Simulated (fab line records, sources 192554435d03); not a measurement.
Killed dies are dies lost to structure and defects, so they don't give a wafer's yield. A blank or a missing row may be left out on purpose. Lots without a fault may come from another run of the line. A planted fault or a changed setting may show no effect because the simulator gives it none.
fab line records | flow n5_finfet | part 1 of 2: steps 1 to 42 of 44
record lots=5 wafers=15 last_day=18
route steps=1938 shown DUMMY_GATE@248 SPACER0@258 SD_EPI_N@262 BEOL_M4@1111 PASSIVATION@1936
lots that met no fault: from a run of the same line without faults
start_h: hours from the record's first day to the start of the lot's first wafer shown | wait_h: hours since the lot's step before | " the same as in the row above | L1.1+2: a row that stands for several wafers | - no value, or no start given | * or withheld: withheld | < > ~ a bound
route shown NAME@n: a module of which the file shows steps, and the number in the route of the first | usual: mean/standard deviation of fault-free wafers | same: alike in all rows | chamber/n: place in a boat | sites: the reading at each site | _std_site: their standard deviation | _edge_site: outer sites' mean less inner sites' | radius_mm: how far each site lies from the wafer's centre | mask NAME#n: copy n | behind: the tool/chamber that last shaped the wafer | hold: why the lot was held/for how many hours/how that ended | device: the transistor (n, p or np) that didn't switch | end of line: the same wafers' tests at the end of the route | a step without rows: its recipe alone | killed: dies lost to structure and defects at the first sort, not the wafer's yield | map: a wafer's dies, x killed, . not, _ none there
set.NAME: the setting as run; set.NAME@STEP: as run at that earlier step | model.NAME: the simulator's own value behind a step, which no gauge read
lots at some steps of the route; a table a step, a row a wafer
services: from which hour (start_h, from the record's first day; less than 0 if before it) a tool's chamber was out of use, for how many hours, and why
## steps
# step N5_DUMMY_GATE_ETCH_44
# recipe chemistry=HBr/O2 over_etch_frac=0.7 target_depth_a=1275 stop_on=SiO2 ion_energy_ev=60 bias_w=20 target=poly-Si mask_material=SiO2 pressure_mtorr=20 icp_w=400 HBr_flow_sccm=120 O2_flow_sccm=10
# usual HBr_flow_sccm=120.0/0.36 drypump_motor_current_A=5.8/0.54 oes_product_au=0.730/0.013 throttle_valve_pct=18.49/0.18
# columns lot.wafer tool chamber start_h wait_h HBr_flow_sccm drypump_motor_current_A oes_product_au rf_hours_counter_h throttle_valve_pct
L796.1 rie_si-06 3 54.21 0.0 119.2 6.3 0.713 161 18.69
L796.4 " 1 " " 119.7 6.0 0.720 144 18.45
L796.6 " 0 " " 119.7 5.0 0.744 - 18.64
L797.3 rie_si-05 1 59.78 0.0 119.8 5.6 0.738 127 18.30
L797.4 " 2 " " 119.4 5.3 0.741 136 18.66
L797.5 " 1 " " 120.8 5.6 0.749 - 18.30
L803.3 rie_si-03 1 98.48 0.0 120.4 6.4 0.726 1 18.46
L803.4 " 0 " " 120.3 5.0 0.720 50 18.70
L803.5 " 0 " " 119.4 5.1 0.718 - 18.72
L814.2 rie_si-06 3 162.85 0.0 120.7 6.3 0.733 163 18.68
L814.4 " 0 " " 119.7 5.0 0.751 32 18.64
L814.6 " 0 " " 120.0 5.0 0.760 - 18.64
L815.3 rie_si-05 1 165.69 0.0 119.5 5.6 0.751 129 18.30
L815.4 " 3 " " 119.9 5.5 0.728 117 18.22
L815.6 " 3 " " 120.5 5.5 0.718 - 18.23
# step N5_DUMMY_GATE_CD_MEAS_24
# recipe target_cd_nm=15
# usual cd_nm=15.1/0.42
# columns lot.wafer tool chamber start_h wait_h cd_nm
L796.1 cd_sem-01 - 54.32 0.1 14.8
L796.4 " - " " 15.4
L796.6 " - " " 15.1
L797.3 cd_sem-02 - 59.89 0.1 15.3
L797.4 " - " " 15.2
L797.5 " - " " 16.1
L803.3 cd_sem-01 - 98.60 0.1 14.6
L803.4 " - " " 15.1
L803.5 " - " " 15.4
L814.2 cd_sem-01 - 162.97 0.1 14.2
L814.4 " - " " 15.1
L814.6 " - " " 14.3
L815.3 cd_sem-01 - 165.81 0.1 15.7
L815.4 " - " " 15.2
L815.6 " - " " 15.1
# step N5_DUMMY_GATE_ETCH_42
# recipe chemistry=CHF3/O2 target=SiO2 target_depth_a=35 time_s=31 ion_energy_ev=30 bias_w=12 pressure_mtorr=30 source_w=600 Ar_flow_sccm=200 CHF3_flow_sccm=50 O2_flow_sccm=5
# step N5_DUMMY_GATE_STRIP_48
# recipe chemistry=N2/H2 time_s=20 power_w=100 temp_c=40 pressure_mtorr=100 rf_frequency_hz=6e+07 bias_power_w=3 n2_flow_sccm=300 h2_flow_sccm=300
# step N5_DUMMY_GATE_PRECLEAN_33
# recipe chemistry=dHF time_s=10 dilution=750:1 temp_c=25
# step N5_DUMMY_GATE_PRECLEAN_25
# recipe chemistry=O3/DIW time_s=45 temp_c=22 o3_ppm=10
# step N5_DUMMY_GATE_PRECLEAN_51
# recipe chemistry=SC2 time_s=45 temp_c=35 mix=1:1:50
# step N5_DUMMY_GATE_SRD_26
# recipe dry=ipa_marangoni time_s=30 temp_c=23 rinse_liquid=diw
# step N5_DUMMY_GATE_UV_OZONE_45
# recipe time_s=120 pressure_torr=760 temp_c=25
# step N5_DUMMY_GATE_INSPECT_27
# recipe inspect_instrument=brightfield mode=aei
# usual raw_defect_count=309/76
# columns lot.wafer tool chamber start_h wait_h raw_defect_count
L796.1 defect_inspect-02 - 54.61 0.0 299
L796.4 " - " " 183
L796.6 " - " " 299
L797.3 defect_inspect-02 - 60.17 0.0 405
L797.4 " - " " 242
L797.5 " - " " 280
L803.3 defect_inspect-02 - 98.88 0.0 288
L803.4 " - " " 364
L803.5 " - " " 354
L814.2 defect_inspect-01 - 163.26 0.0 314
L814.4 " - " " 258
L814.6 " - " " 291
L815.3 defect_inspect-02 - 166.18 0.0 289
L815.4 " - " " 246
L815.6 " - " " 238
# step N5_SPACER0_ALD_07
# recipe material=SiNx target_thk_a=20 temp_c=400 ald_precursor_family=SiH2I2 ald_co_reactant=N2/H2-plasma pressure_torr=2
# step N5_SPACER0_ALD_00
# recipe material=SiOCN target_thk_a=35 temp_c=400 ald_precursor_family=alkyl-aminosilane ald_co_reactant=O2/N2-plasma pulse_time_s=3 purge_time_s=2 co_reactant_purge_time_s=2 ald_cycles=58 pressure_torr=2
# step N5_SPACER0_ALD_08
# recipe material=SiNx target_thk_a=20 temp_c=400 ald_precursor_family=SiH2I2 ald_co_reactant=N2/H2-plasma pressure_torr=2
# usual heater_power_w=843/53
# columns lot.wafer tool chamber start_h wait_h heater_power_w model.SiNx_of_SPACER0_ALD_08.thk_nm
L796.1 ald_sin-04 2 55.05 0.1 839 2
L796.4 " 0 " " 972 2
L796.6 " 3 " " 838 2
L797.3 ald_sin-03 2 60.62 0.1 775 2
L797.4 " 0 " " 795 2
L797.5 " 3 " " 898 2
L803.3 ald_sin-04 1 99.96 0.1 778 2
L803.4 " 3 " " 792 2
L803.5 " 3 " " 795 2
L814.2 ald_sin-04 2 163.73 0.1 833 2
L814.4 " 1 " " 804 1.6
L814.6 " 1 " " 777 2
L815.3 ald_sin-01 0 166.62 0.1 811 2
L815.4 " 2 " " 840 2
L815.6 " 1 " " 791 2
# step N5_SPACER0_INSPECT_04
# recipe inspect_instrument=darkfield mode=post_dep
# usual raw_defect_count=143/34
# columns lot.wafer tool chamber start_h wait_h raw_defect_count
L796.1 defect_inspect-02 - 55.21 0.1 118
L796.4 " - " " 102
L796.6 " - " " 152
L797.3 defect_inspect-02 - 60.77 0.1 148
L797.4 " - " " 150
L797.5 " - " " 132
L803.3 defect_inspect-01 - 100.12 0.1 169
L803.4 " - " " 173
L803.5 " - " " 175
L814.2 defect_inspect-01 - 163.89 0.1 159
L814.4 " - " " 125
L814.6 " - " " 159
L815.3 defect_inspect-01 - 166.78 0.1 179
L815.4 " - " " 136
L815.6 " - " " 134
# step N5_SD_EPI_N_COAT_32
# recipe resist=SOC temp_c=250 time_s=60 spin_rpm=1500 resist_thk_nm=350
# step N5_SD_EPI_N_COAT_33
# recipe resist=SiARC temp_c=220 time_s=60 spin_rpm=1500 resist_thk_nm=35
# step N5_SD_EPI_N_COAT_03
# recipe resist=CAR-ArF-block spin_rpm=1500 resist_thk_nm=150
# step N5_SD_EPI_N_EBR_05
# recipe solvent=PGMEA ebr_width_mm=1.5
# step N5_SD_EPI_N_SOFTBAKE_04
# recipe temp_c=110 time_s=60 resist=CAR-ArF-block
# step N5_SD_EPI_N_EXPOSE_06
# recipe mask_id=SD_N_BLK na=1.35 source_shape=conventional sigma_outer=0.8 polarization=unpolarized target_cd_nm=120 dose_mj=39.75
# step N5_SD_EPI_N_PEB_07
# recipe peb_temp_c=110 peb_time_s=60 resist=CAR-ArF-block
# step N5_SD_EPI_N_DEVELOP_08
# recipe develop_time_s=30 developer=TMAH resist=CAR-ArF-block dev_temp_c=23 rinse_liquid=diw dry=air_spin
# step N5_SD_EPI_N_CD_MEAS_09
# recipe target_cd_nm=120 landing_energy_ev=500 detector=se_inlens
# usual cd_nm=120.0/0.63
# columns lot.wafer tool chamber start_h wait_h cd_nm
L796.1 cd_sem-01 0 55.61 - 120.5
L796.4 " 0 " " 120.5
L796.6 " 0 " " 120.8
L797.3 cd_sem-01 0 61.17 - 120.4
L797.4 " 0 " " 119.2
L797.5 " 0 " " 119.5
L803.3 cd_sem-03 0 100.40 - 120.0
L803.4 " 0 " " 119.9
L803.5 " 0 " " 120.1
L814.2 cd_sem-02 0 164.29 - 120.2
L814.4 " 0 " " 119.7
L814.6 " 0 " " 119.4
L815.3 cd_sem-01 0 167.18 - 121.4
L815.4 " 0 " " 120.7
L815.6 " 0 " " 121.0
# step N5_SD_EPI_N_OVL_MEAS_10
# recipe points_per_wafer=44
# usual SD_N_BLK_OVL=0.0/0.7
# columns lot.wafer tool chamber start_h wait_h SD_N_BLK_OVL[nm]
L796.1 overlay-02 0 55.64 0.0 -0.3
L796.4 " 0 " " -0.2
L796.6 " 0 " " -0.6
L797.3 overlay-01 0 61.20 0.0 0.3
L797.4 " 0 " " 0.0
L797.5 " 0 " " 0.4
L803.3 overlay-02 0 100.43 0.0 -0.3
L803.4 " 0 " " -0.5
L803.5 " 0 " " -1.4
L814.2 overlay-01 0 164.32 0.0 -0.9
L814.4 " 0 " " -0.6
L814.6 " 0 " " 1.0
L815.3 overlay-01 0 167.21 0.0 -0.1
L815.4 " 0 " " -0.4
L815.6 " 0 " " 0.4
# step N5_SD_EPI_N_INSPECT_11
# recipe mode=adi inspect_instrument=macro
# usual raw_defect_count=2.0/1.3
# columns lot.wafer tool chamber start_h wait_h raw_defect_count
L796.1 defect_inspect-01 - 55.66 0.0 2
L796.4 " - " " 2
L796.6 " - " " 1
L797.3 defect_inspect-01 - 61.23 0.0 5
L797.4 " - " " 2
L797.5 " - " " 2
L803.3 defect_inspect-01 - 100.46 0.0 0
L803.4 " - " " 1
L803.5 " - " " 5
L814.2 defect_inspect-02 - 164.34 0.0 1
L814.4 " - " " 2
L814.6 " - " " 1
L815.3 defect_inspect-02 - 167.23 0.0 2
L815.4 " - " " 1
L815.6 " - " " 1
# step N5_SD_EPI_N_DESCUM_14
# recipe chemistry=O2 time_s=7.9 source_power_w=50 bias_power_w=20 pressure_mtorr=20 rf_frequency_hz=2.712e+07 temp_c=40 resist=CAR-ArF-block o2_flow_sccm=225
# usual drypump_motor_current_A=5.7/0.38 oes_product_au=0.79/0.096 rf_vpp_V=243.4/1.1 showerhead_plenum_p_Torr=2.11/0.032 throttle_valve_pct=20.44/0.22
# columns lot.wafer tool chamber start_h wait_h drypump_motor_current_A oes_product_au rf_hours_counter_h rf_vpp_V showerhead_plenum_p_Torr throttle_valve_pct
L796.1 rie_diel-06 3 55.72 0.1 5.8 0.76 136 242.9 2.11 20.53
L796.4 " 3 " " 5.8 0.76 - 242.5 2.11 20.54
L796.6 " 2 " " 6.3 0.75 - 243.3 2.07 20.37
L797.3 rie_diel-05 0 61.26 0.0 6.2 0.75 136 243.3 2.12 20.74
L797.4 " 1 " " 5.4 0.77 - 243.8 2.09 20.56
L797.5 " 0 " " 6.3 0.75 - 242.0 2.12 20.74
L803.3 rie_diel-05 1 100.49 0.0 5.4 0.76 145 243.5 2.09 20.58
L803.4 " 0 " " 6.2 0.75 143 243.0 2.12 20.77
L803.5 " 2 " " 5.5 0.71 - 242.9 2.09 20.44
L814.2 rie_diel-05 3 164.43 0.1 5.3 0.90 26 243.7 2.12 20.21
L814.4 " 2 " " 5.5 0.68 214 242.2 2.08 20.48
L814.6 " 2 " " 5.5 0.68 - 243.6 2.08 20.47
L815.3 rie_diel-06 3 167.32 0.1 5.8 0.73 173 242.5 2.10 20.59
L815.4 " 0 " " 5.8 0.91 31 243.0 2.13 20.38
L815.6 " 3 " " 5.8 0.73 - 241.5 2.10 20.60
# step N5_SD_EPI_N_ETCH_34
# recipe chemistry=CF4 target=SiARC target_depth_a=455 mask_material=CAR-ArF-block time_s=75.8 ion_energy_ev=80 pressure_mtorr=40 source_w=545 bias_w=36 Ar_flow_sccm=100 cf4_flow_sccm=100 ends=cleared
# step N5_SD_EPI_N_ETCH_35
# recipe chemistry=N2/H2 target=SOC overetch_a=1080 mask_material=SiARC temp_c=40 ion_energy_ev=100 source_w=3000 bias_w=133 pressure_mtorr=20 time_s=486 n2_flow_sccm=200 h2_flow_sccm=200
# step N5_SD_EPI_N_STRIP_36
# recipe chemistry=N2/H2 temp_c=40 n2_flow_sccm=200 h2_flow_sccm=200 rf_frequency_hz=6e+07
# step N5_SD_EPI_N_ETCHBACK_44
# recipe chemistry=CH3F/O2 mode=anisotropic_etchback target=SiNx target_depth_a=145 stop_on=SiO2 over_etch_frac=0.3 ion_energy_ev=120 pressure_mtorr=30 source_w=395 bias_w=73 Ar_flow_sccm=150 CH3F_flow_sccm=30 O2_flow_sccm=20
# usual drypump_motor_current_A=5.7/0.39 oes_product_au=0.67/0.076 rf_vpp_V=296/5.4 showerhead_plenum_p_Torr=2.01/0.031 throttle_valve_pct=16.34/0.18
# columns lot.wafer tool chamber start_h wait_h drypump_motor_current_A oes_product_au rf_hours_counter_h rf_vpp_V showerhead_plenum_p_Torr throttle_valve_pct
L796.1 rie_diel-06 3 56.13 0.0 5.8 0.65 136 290 2.00 16.34
L796.4 " 3 " " 5.9 0.65 - 291 2.00 16.35
L796.6 " 2 " " 6.3 0.63 - 307 1.99 16.41
L797.3 rie_diel-05 0 61.68 0.0 6.2 0.64 136 300 2.00 16.48
L797.4 " 1 " " 5.4 0.66 - 294 1.99 16.42
L797.5 " 0 " " 6.2 0.63 - 299 2.00 16.51
L803.3 rie_diel-05 1 100.90 0.0 5.4 0.65 145 295 1.98 16.45
L803.4 " 0 " " 6.2 0.63 143 299 2.00 16.52
L803.5 " 2 " " 5.5 0.61 - 299 1.99 16.37
L814.2 rie_diel-05 3 164.84 0.0 5.3 0.75 26 290 2.03 16.09
L814.4 " 2 " " 5.5 0.60 214 298 1.99 16.42
L814.6 " 2 " " 5.5 0.60 - 298 1.98 16.39
L815.3 rie_diel-06 3 167.74 0.0 5.8 0.63 173 290 1.99 16.43
L815.4 " 0 " " 5.8 0.76 31 301 2.03 16.18
L815.6 " 3 " " 5.8 0.63 - 290 1.99 16.41
# step N5_SD_EPI_N_ETCH_45
# recipe chemistry=CH3F/O2 target=SiOCN target_depth_a=60 mask_material=SOC ion_energy_ev=60 bias_w=29 pressure_mtorr=15 source_w=410 Ar_flow_sccm=150 CH3F_flow_sccm=30 O2_flow_sccm=20
# usual drypump_motor_current_A=5.7/0.39 oes_product_au=0.79/0.096 rf_vpp_V=127.5/0.87 showerhead_plenum_p_Torr=2.00/0.031 throttle_valve_pct=23.30/0.16
# columns lot.wafer tool chamber start_h wait_h drypump_motor_current_A oes_product_au rf_hours_counter_h rf_vpp_V showerhead_plenum_p_Torr throttle_valve_pct
L796.1 rie_diel-06 3 56.23 0.1 5.8 0.76 136 126.8 1.99 23.26
L796.4 " 3 " " 5.8 0.76 - 127.6 1.99 23.26
L796.6 " 2 " " 6.3 0.73 - 127.4 1.99 23.30
L797.3 rie_diel-05 0 61.78 0.1 6.2 0.74 136 127.2 2.00 23.52
L797.4 " 1 " " 5.4 0.77 - 127.9 1.98 23.39
L797.5 " 0 " " 6.2 0.74 - 128.3 2.00 23.53
L803.3 rie_diel-05 1 101.00 0.1 5.4 0.75 145 128.3 1.98 23.41
L803.4 " 0 " " 6.2 0.74 143 128.0 2.00 23.53
L803.5 " 2 " " 5.5 0.70 - 127.6 1.99 23.27
L814.2 rie_diel-05 3 164.94 0.1 5.3 0.90 26 129.2 2.03 23.14
L814.4 " 2 " " 5.5 0.69 214 127.5 1.98 23.31
L814.6 " 2 " " 5.5 0.69 - 126.7 1.98 23.31
L815.3 rie_diel-06 3 167.84 0.1 5.8 0.73 173 128.9 1.98 23.30
L815.4 " 0 " " 5.8 0.90 31 128.2 2.02 23.28
L815.6 " 3 " " 5.8 0.73 - 125.9 1.98 23.32
# step N5_SD_EPI_N_ETCH_16
# recipe chemistry=CHF3/O2 target=SiO2 target_depth_a=50 mask_material=SOC pressure_mtorr=30 source_w=650 bias_w=170 Ar_flow_sccm=200 CHF3_flow_sccm=50 O2_flow_sccm=5 ion_energy_ev=200
# step N5_SD_EPI_N_STRIP_47
# recipe chemistry=CHF3/O2 resist=SiARC rf_frequency_hz=6e+07
# step N5_SD_EPI_N_SD_RECESS_17
# recipe chemistry=HBr/Cl2/O2 target_depth_a=410 mask_material=SOC time_s=23.7 bt_time_s=3 pressure_mtorr=10 icp_w=800 bias_w=112 HBr_flow_sccm=150 Cl2_flow_sccm=80 O2_flow_sccm=12
# step N5_SD_EPI_N_STRIP_38
# recipe chemistry=N2/H2 power_w=1000 temp_c=250 h2_frac=0.65 overash_fraction=0.3 pressure_mtorr=withheld n2_flow_sccm=1750 h2_flow_sccm=3250
# step N5_SD_EPI_N_WET_ETCH_43
# recipe chemistry=dHF dilution=withheld time_s=14 target=SiO2 target_depth_a=15 temp_c=25
# columns lot.wafer tool chamber start_h wait_h model.SiNx_of_SPACER0_ALD_08.thk_nm
L796.1+4+6 wet_bench-03 0,2,5 56.92 - 1.6
L797.3+4 wet_bench-06 1,7 62.13 - 1.6
L797.5 " 3 " " 1.4
L803.3+4+5 wet_bench-03 1,0,7 101.36 - 1.6
L814.2+6 wet_bench-05 6,1 165.30 - 1.6
L814.4 " 5 " " 1.2
L815.3+4+6 wet_bench-05 0,4,5 168.19 - 1.6
# step N5_SD_EPI_N_STRIP_18
# recipe chemistry=SPM time_s=750 temp_c=130 h2so4_h2o2_vol_ratio=4
# step N5_SD_EPI_N_SRD_20
# recipe dry=ipa_marangoni do_ppb=5 time_s=30 temp_c=23 rinse_liquid=diw
# step N5_SD_EPI_N_PRECLEAN_48
# recipe chemistry=NF3:NH3 afs_cycles=2 temp_c=30 time_s=20 sublimation_temp_c=180 sublimation_time_s=60 pressure_torr=3 rf_power_w=30
# step N5_SD_EPI_N_VAPOR_ETCH_50
# recipe chemistry=HCl target=Si temp_c=775 time_s=54 pressure_torr=20 mode=isotropic
# usual throttle_valve_pct=11.1/0.53
# columns lot.wafer tool chamber start_h wait_h throttle_valve_pct
L796.1 epi_rpcvd-01 0 57.67 0.4 10.7
L796.4 " 0 " " 10.5
L796.6 " 0 " " 10.6
L797.3 epi_rpcvd-01 0 62.95 0.3 10.8
L797.4 " 0 " " 10.5
L797.5 " 0 " " 10.9
L803.3 epi_rpcvd-04 0 102.04 0.2 11.7
L803.4 " 0 " " 11.6
L803.5 " 0 " " 11.8
L814.2 epi_rpcvd-02 0 166.08 0.4 11.3
L814.4 " 0 " " 11.2
L814.6 " 0 " " 11.3
L815.3 epi_rpcvd-01 0 168.88 0.2 10.7
L815.4 " 0 " " 10.6
L815.6 " 0 " " 10.4
# step N5_SD_EPI_N_EPI_21
# recipe material=Si:P dopant=P temp_c=680 pressure_torr=255 time_s=690
# step N5_SD_EPI_N_EPI_MEAS_23
# recipe mode=xrd
# usual thk_nm=59.1/1.1
# columns lot.wafer tool chamber start_h wait_h thk_nm
L796.1 film_metro-02 - 60.19 1.9 59.1
L796.4 " - " " 58.2
L796.6 " - " " 58.9
L797.3 film_metro-02 - 65.39 1.2 59.8
L797.4 " - " " 60.0
L797.5 " - " " 58.8
L803.3 film_metro-01 - 103.88 0.9 58.8
L803.4 " - " " 60.1
L803.5 " - " " 59.3
L814.2 film_metro-02 - 168.56 1.5 58.3
L814.4 " - " " 58.4
L814.6 " - " " 58.2
L815.3 film_metro-02 - 170.73 0.9 58.3
L815.4 " - " " 56.4
L815.6 " - " " 56.8
## key
first_sign step=N5_BEOL_M4_RC_MEAS_101 reading=REXT_N direction=down sigmas=3.1 usual=75.1 struck=70.3
effect none on later readings
model_effect step=N5_SPACER0_ALD_08 value=SiNx_of_SPACER0_ALD_08.thk_nm without=2 struck=1.6
model_effect step=N5_SD_EPI_N_WET_ETCH_43 value=SiNx_of_SPACER0_ALD_08.thk_nm without=1.6 struck=1.2
met_at N5_SPACER0_ALD_08
struck_wafers L814.4
onset_between 99.96 163.73
fault kind=process_parameter_drift tool=ald_sin-04 chamber=- onset_h=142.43 steps=N5_SPACER0_ALD_08 channel=target_thk_a offset=* shape=step end_h=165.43 scope=struck_wafers_only acts_in=* stated=*
